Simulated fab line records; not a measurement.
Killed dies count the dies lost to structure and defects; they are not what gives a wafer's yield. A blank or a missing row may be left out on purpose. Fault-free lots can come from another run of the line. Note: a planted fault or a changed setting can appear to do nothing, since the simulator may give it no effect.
Code-filled problem report in 8D (eight disciplines) form | flow n5Finfet | the parts of the form that need people (team, actions taken, sign-off) are left out

## 1. WHAT WENT WRONG
On 2 wafers of 1 lot, oesProductAu at N5_PASSIVATION_ETCH_59 has a mean of 1.23 a.u.; fault-free wafers read 0.83 a.u., standard deviation 0.086. Relative to the usual mean, that is a shift of +4.6 standard deviations.
The step: etches TaN in Cl2/BCl3, target depth 65 nm, time 34.9 s.
First seen on wafer L174.1, day 12 22:42, on rieMetal-03. At this step, 33 wafers from 11 lots have a number in the record. By rule, "out" or "out of limits" means more than 4 standard deviations away from the usual mean. All remaining wafers that have a number are taken as sound.

## 2. WHAT IT IS AND WHAT IT IS NOT
question                    | is                | is not
which readings at this step | oesProductAu      | drypumpMotorCurrentA
which lots                  | L174              | L170, L175, L176, L180, L185, L187, L189, L190, L192, L193
which wafers of those lots  | L174.1, L174.5    | L174.6
read on which tools         | rieMetal-03       | rieMetal-01, rieMetal-02
when                        | from day 12 22:42 | up to then (7 sound wafers); but 24 sound wafers of L176, L180, L185, L187, L189, L190, L192, L193 came after

## 3. THE SUSPECTS, EACH WITH WHAT RULES IT OUT
Counting: a tool at a process step up to the reading stays a suspect if it ran every lot that is out. Sound lots after the first of them don't rule it out here, since some wafers of a struck lot are sound.
- pvdSputter-03 at N5_MIM_TOP_SPUTTER_03 (material TiN, target thk 35 nm, time 89.7 s): kept. It ran the lot that is out, L174 (day 12 15:51).
- rieDiel-05 at N5_MIM_BOT_ETCH_ETCH_04 (etches SiNx in CF4/O2, target depth 26 nm, time 13 s): kept. It ran the lot that is out, L174 (day 12 17:16); its last sound lot up to then is L175 (day 12 12:01).
- rieMetal-03 at N5_PASSIVATION_ETCH_59 (etches TaN in Cl2/BCl3, target depth 65 nm, time 34.9 s): kept. It ran the lot that is out, L174 (day 12 22:42); its last sound lot up to then is L175 (day 12 15:31). Its own readings are out on those wafers: oesProductAu.
- Within rieDiel-05 at N5_MIM_BOT_ETCH_ETCH_04: the wafers that are out ran in chambers 0, 2; their sound lot-mates ran in chamber 1.
- Within rieMetal-03 at N5_PASSIVATION_ETCH_59: the wafers that are out ran in chamber 0; their sound lot-mates ran in chamber 1.
The count leaves pvdSputter-03 at N5_MIM_TOP_SPUTTER_03, rieDiel-05 at N5_MIM_BOT_ETCH_ETCH_04, and rieMetal-03 at N5_PASSIVATION_ETCH_59.

## 4. THE CAUSE (what the simulator had put in)
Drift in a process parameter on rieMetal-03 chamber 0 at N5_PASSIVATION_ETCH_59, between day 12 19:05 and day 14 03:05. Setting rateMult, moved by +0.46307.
Of the 3 suspects that counting leaves, this tool is one.

## 5. THE CHAIN OF EFFECTS, in route order
Each row: a reading whose mean over the struck wafers that have a number lies more than 3 standard deviations from the usual. Only readings for which the record gives a usual standard deviation are gone through. hours: the time from each lot's start at the first step in this table that gives one to its start at this step, as a median over the lots. sigmas: the change in usual standard deviations.
hours | step                   | reading          | usual     | on struck wafers | change | sigmas
0     | N5_PASSIVATION_ETCH_59 | oesProductAu     | 0.83 a.u. | 1.23             | +0.40  | +4.6
0     | N5_PASSIVATION_ETCH_59 | throttleValvePct | 21.1 %    | 20.2             | -0.9   | -3.0
It contains these process steps:
- N5_PASSIVATION_ETCH_59: etches TaN in Cl2/BCl3, target depth 65 nm, time 34.9 s.

## 6. HOW IT WOULD HAVE BEEN CAUGHT EARLIER
The fault began at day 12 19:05; the first out-of-limits reading in this record came at day 12 22:42, 4 hours later.
